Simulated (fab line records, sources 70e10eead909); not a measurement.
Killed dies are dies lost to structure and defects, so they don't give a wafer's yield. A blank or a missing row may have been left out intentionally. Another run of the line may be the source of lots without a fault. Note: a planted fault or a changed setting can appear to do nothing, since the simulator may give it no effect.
Which tool did it?	flow nand harc	24 lots, 72 wafers sampled, at 6 steps of a route of 1159

## WHAT EACH GAUGE READ, for each wafer
NHARC_P_BONDPAD_CD_MEAS_13.
lot	measured	on	cd nm (nm)
L074	day 6 05:16	cd sem-01	493.6 496.6 498.2
L075	day 6 17:28	cd sem-02	498.8 497.5 499.5
L076	day 7 00:16	cd sem-03	496.9 494.1 496.5
L077	day 7 05:52	cd sem-01	498.5 496.2 494.1
L078	day 7 09:40	cd sem-01	497.9 496.8 496.6
L079	day 7 15:37	cd sem-02	497.7 495.0 498.1
L080	day 8 02:08	cd sem-01	496.9 498.8 499.9
L082	day 8 09:06	cd sem-03	497.0 496.0 503.4
L081	day 8 10:03	cd sem-01	498.9 498.8 500.0
L083	day 8 10:39	cd sem-02	496.4 499.3 495.2
L085	day 8 21:43	cd sem-02	500.0 503.5 499.2
L084	day 8 22:04	cd sem-02	495.9 494.3 491.5
L087	day 9 11:29	cd sem-02	499.2 502.5 496.2
L086	day 9 11:44	cd sem-01	495.6 495.9 496.1
L088	day 9 18:13	cd sem-02	501.1 497.2 496.9
L090	day 10 00:37	cd sem-01	497.8 500.6 497.7
L089	day 10 14:32	cd sem-03	496.5 500.5 498.8
L092	day 10 15:51	cd sem-03	496.6 500.5 494.2
L091	day 10 18:04	cd sem-01	497.5 501.3 495.0
L093	day 11 03:06	cd sem-01	498.8 493.3 501.2
L094	day 11 06:05	cd sem-03	499.8 498.6 499.2
L095	day 11 15:28	cd sem-02	492.7 497.3 498.5
L096	day 11 21:27	cd sem-03	499.1 498.7 497.4
L097	day 11 21:38	cd sem-02	499.6 494.9 495.3

NHARC_A_SOURCE_PLATE_THK_MEAS_06: measures by ellipsometry.
lot	measured	on	thk nm (nm)
L074	day 7 07:19	film metro-01	199.1 201.4 204.3
L075	day 7 19:06	film metro-02	200.4 199.1 198.5
L076	day 8 01:36	film metro-02	202.2 196.4 198.0
L077	day 8 07:37	film metro-01	197.1 197.5 197.8
L078	day 8 11:52	film metro-01	197.7 199.2 198.2
L079	day 8 17:47	film metro-02	199.3 199.5 197.4
L080	day 9 06:09	film metro-02	199.8 200.0 199.4
L082	day 9 12:32	film metro-01	202.9 202.6 200.8
L081	day 9 12:32	film metro-01	199.4 202.1 198.1
L083	day 9 12:32	film metro-02	197.9 199.3 200.0
L085	day 9 23:00	film metro-02	199.8 199.0 204.8
L084	day 9 23:00	film metro-01	200.9 200.8 200.5
L087	day 10 15:38	film metro-02	201.1 199.7 200.7
L086	day 10 15:38	film metro-01	201.3 199.2 199.4
L088	day 10 19:54	film metro-01	200.3 203.9 202.2
L090	day 11 02:14	film metro-01	203.7 201.3 203.6
L089	day 11 19:32	film metro-02	201.8 204.2 203.8
L092	day 11 19:32	film metro-01	200.3 199.8 201.0
L091	day 11 19:32	film metro-01	200.4 205.1 202.6
L093	day 12 08:39	film metro-02	201.1 197.1 200.5
L094	day 12 08:39	film metro-01	199.7 203.1 201.1
L095	day 12 19:26	film metro-01	204.3 204.1 203.8
L096	day 12 23:39	film metro-01	198.8 198.4 200.5
L097	day 12 23:39	film metro-02	195.1 197.7 198.7

NHARC_A_ONON_D1_THK_MEAS_30: measures by ellipsometry.
lot	measured	on	thk nm (nm)
L074	day 7 20:19	film metro-02	984 984 986
L075	day 8 10:47	film metro-01	1004 1006 1004
L076	day 8 15:22	film metro-02	1011 1010 1013
L077	day 8 23:59	film metro-02	993 993 995
L078	day 8 23:59	film metro-01	1007 1006 1007
L079	day 9 07:54	film metro-01	1009 1009 1009
L080	day 9 20:52	film metro-02	1003 1003 1001
L082	day 10 00:55	film metro-02	994 994 994
L081	day 10 00:47	film metro-01	992 993 991
L083	day 10 01:02	film metro-01	1006 1007 1007
L085	day 10 11:42	film metro-01	993 996 997
L084	day 10 11:40	film metro-02	1000 1000 999
L087	day 11 04:20	film metro-02	998 999 998
L086	day 11 03:58	film metro-02	990 991 992
L088	day 11 12:20	film metro-02	999 1001 1002
L090	day 11 12:22	film metro-01	993 992 992
L089	day 12 07:52	film metro-02	991 992 990
L092	day 12 07:52	film metro-01	1001 1002 1003
L091	day 12 07:50	film metro-01	1017 1017 1015
L093	day 12 21:22	film metro-02	997 996 996
L094	day 12 21:21	film metro-01	997 995 995
L095	day 13 09:40	film metro-02	993 990 993
L096	day 13 09:52	film metro-02	1012 1012 1010
L097	day 13 09:31	film metro-01	998 997 999

NHARC_A_CHANNEL_HOLE_D1_CD_MEAS_10: the cd target is 100 nm.
lot	measured	on	cd nm (nm)
L074	day 8 03:24	cd sem-02	100.7 100.3 100.2
L075	day 8 16:02	cd sem-03	99.9 100.0 99.7
L076	day 8 18:40	cd sem-03	99.3 99.4 99.4
L077	day 9 03:14	cd sem-02	99.5 100.6 100.7
L078	day 9 03:43	cd sem-01	98.5 100.5 99.6
L079	day 9 11:11	cd sem-03	99.2 99.4 99.2
L080	day 10 00:08	cd sem-02	99.1 99.7 100.0
L082	day 10 04:47	cd sem-03	99.9 100.3 99.9
L081	day 10 04:23	cd sem-01	100.4 99.3 99.1
L083	day 10 06:13	cd sem-01	100.6 100.0 100.3
L085	day 10 18:58	cd sem-02	98.6 99.2 99.4
L084	day 10 18:19	cd sem-02	100.9 100.5 100.5
L087	day 11 09:38	cd sem-03	99.7 100.1 99.7
L086	day 11 09:16	cd sem-03	99.5 99.9 98.8
L088	day 11 17:19	cd sem-02	100.5 100.6 101.2
L090	day 11 17:52	cd sem-02	99.5 99.2 99.2
L089	day 12 11:43	cd sem-02	99.2 99.8 99.5
L092	day 12 12:20	cd sem-02	99.6 99.2 99.5
L091	day 12 11:07	cd sem-02	99.2 99.7 98.7
L093	day 13 02:42	cd sem-03	99.6 99.3 99.2
L094	day 13 00:29	cd sem-03	98.9 100.0 99.0
L095	day 13 19:22	cd sem-01	99.5 99.6 100.1
L096	day 13 20:08	cd sem-01	100.8 100.6 100.2
L097	day 13 18:13	cd sem-02	99.0 99.9 99.4

## WHAT TOOL EACH LOT RAN ON (gives the tool, then ch and the chambers of the sampled wafers, and finally the start)
lot	NHARC_P_BONDPAD_CMP_32	NHARC_P_BONDPAD_CMP_19
L074	cmp-04 ch 0,1, day 6 03:54	cmp-01 ch 1,2, day 6 07:02
L075	cmp-04 ch 1,2,3, day 6 16:10	cmp-04 ch 0,3, day 6 19:12
L076	cmp-04 ch 1,2, day 6 22:52	cmp-03 ch 0,1,3, day 7 02:02
L077	cmp-04 ch 0,1, day 7 04:33	cmp-04 ch 0,3, day 7 07:34
L078	cmp-04 ch 0,3, day 7 08:20	cmp-04 ch 0,1, day 7 11:22
L079	cmp-01 ch 0,1, day 7 14:23	cmp-04 ch 0,3, day 7 17:19
L080	cmp-03 ch 0,2,3, day 8 00:19	cmp-04 ch 0,2,3, day 8 03:50
L082	cmp-03 ch 0,2,3, day 8 07:47	cmp-04 ch 0,1, day 8 10:56
L081	cmp-01 ch 1,2,3, day 8 08:41	cmp-04 ch 0,1,3, day 8 11:50
L083	cmp-04 ch 1,3, day 8 09:17	cmp-03 ch 0,3, day 8 12:22
L085	cmp-03 ch 0,1,2, day 8 20:23	cmp-03 ch 0,2,3, day 8 23:28
L084	cmp-04 ch 0,2,3, day 8 20:43	cmp-04 ch 0,2,3, day 8 23:46
L087	cmp-04 ch 0,2,3, day 9 10:10	cmp-01 ch 1,2, day 9 13:12
L086	cmp-04 ch 1,3, day 9 10:20	cmp-03 ch 0,1,3, day 9 13:32
L088	cmp-03 ch 1,2, day 9 16:52	cmp-03 ch 0,2,3, day 9 20:00
L090	cmp-03 ch 1,2, day 9 23:25	cmp-01 ch 1,3, day 10 02:19
L089	cmp-04 ch 0,2, day 10 13:14	cmp-01 ch 0,3, day 10 16:16
L092	cmp-04 ch 0,1,3, day 10 14:34	cmp-04 ch 1,2, day 10 17:33
L091	cmp-04 ch 0,3, day 10 16:44	cmp-03 ch 0,1, day 10 19:50
L093	cmp-04 ch 2,3, day 11 01:44	cmp-03 ch 1,2,3, day 11 05:03
L094	cmp-04 ch 0,1,3, day 11 04:46	cmp-04 ch 0,1,3, day 11 07:47
L095	cmp-01 ch 2,3, day 11 14:06	cmp-01 ch 0,1,3, day 11 17:17
L096	cmp-01 ch 0,2,3, day 11 20:07	cmp-04 ch 1,2, day 11 23:15
L097	cmp-03 ch 1,2,3, day 11 20:27	cmp-03 ch 0,2,3, day 11 23:37
- NHARC_P_BONDPAD_CMP_32: polishes SiCN, target thk 200 nm.
- NHARC_P_BONDPAD_CMP_19: polishes, t overpolish 30 s, cu recess touch 16 s, target thk 160.81 nm.

## AS READ BY THE TOOLS THEMSELVES (means over the sampled wafers that have a number; for cases with no such wafer, the mark the record gives instead)
NHARC_P_BONDPAD_CMP_32.
lot	tool	motor current A (A)	slurry flow ml min
L074	cmp-04	11.4	150.3
L075	cmp-04	11.5	150.1
L076	cmp-04	11.9	150.4
L077	cmp-04	11.3	149.9
L078	cmp-04	10.5	150.0
L079	cmp-01	13.0	150.4
L080	cmp-03	11.5	150.3
L082	cmp-03	11.3	149.9
L081	cmp-01	13.9	149.9
L083	cmp-04	11.5	150.0
L085	cmp-03	12.5	150.3
L084	cmp-04	11.1	150.2
L087	cmp-04	10.8	150.1
L086	cmp-04	10.5	149.8
L088	cmp-03	11.7	149.7
L090	cmp-03	12.3	150.1
L089	cmp-04	11.7	150.7
L092	cmp-04	10.6	149.6
L091	cmp-04	10.5	150.3
L093	cmp-04	11.1	150.1
L094	cmp-04	11.1	150.1
L095	cmp-01	12.9	149.4
L096	cmp-01	12.9	150.4
L097	cmp-03	11.4	150.3

NHARC_P_BONDPAD_CMP_19.
lot	tool	motor current A (A)	overpolish run s (s)	slurry flow ml min
L074	cmp-01	13.8	29.998	149.7
L075	cmp-04	10.8	29.994	149.8
L076	cmp-03	12.5	30.001	150.1
L077	cmp-04	10.5	29.990	150.1
L078	cmp-04	11.3	30.009	149.7
L079	cmp-04	10.1	29.998	150.1
L080	cmp-04	11.1	30.004	150.6
L082	cmp-04	11.3	29.998	150.5
L081	cmp-04	11.1	29.995	149.5
L083	cmp-03	11.9	30.000	149.6
L085	cmp-03	11.3	29.998	150.2
L084	cmp-04	10.9	29.989	150.0
L087	cmp-01	12.6	30.009	150.2
L086	cmp-03	12.4	30.004	149.9
L088	cmp-03	11.5	29.996	149.9
L090	cmp-01	13.6	29.991	149.8
L089	cmp-01	13.6	29.996	150.5
L092	cmp-04	12.2	30.004	149.9
L091	cmp-03	13.4	30.003	149.9
L093	cmp-03	11.4	29.989	149.9
L094	cmp-04	10.9	30.007	149.8
L095	cmp-01	13.8	29.999	150.0
L096	cmp-04	12.2	29.992	150.2
L097	cmp-03	11.4	30.004	149.7

## THE ANSWER, worked out from the rows above alone
Rule: what is usual is taken from the lots themselves. The widest of any qualifying gaps counts: lots, ordered by their means at a reading, are off when they make up no more than a third of the lots, leave a main group of 4 or more, and stand apart from it by 3 or more times the standard deviation of that group's means. A main group whose means are all the same, to the digits that the tables above print for the reading, isn't used. Also off: a lot with no number at a reading for which 4 or more lots have one. The other lots that the step has rows for count as sound. The gauges are gone through in route order, then the tools' own readings, and for those a lot's mean is taken as printed above. At the first step where some lot is off, the reading lying furthest off is the one used; lots without a number count as furthest.
Nothing can be told from this: no lot is off at any reading shown.

## WHAT THE SIMULATOR PUT IN
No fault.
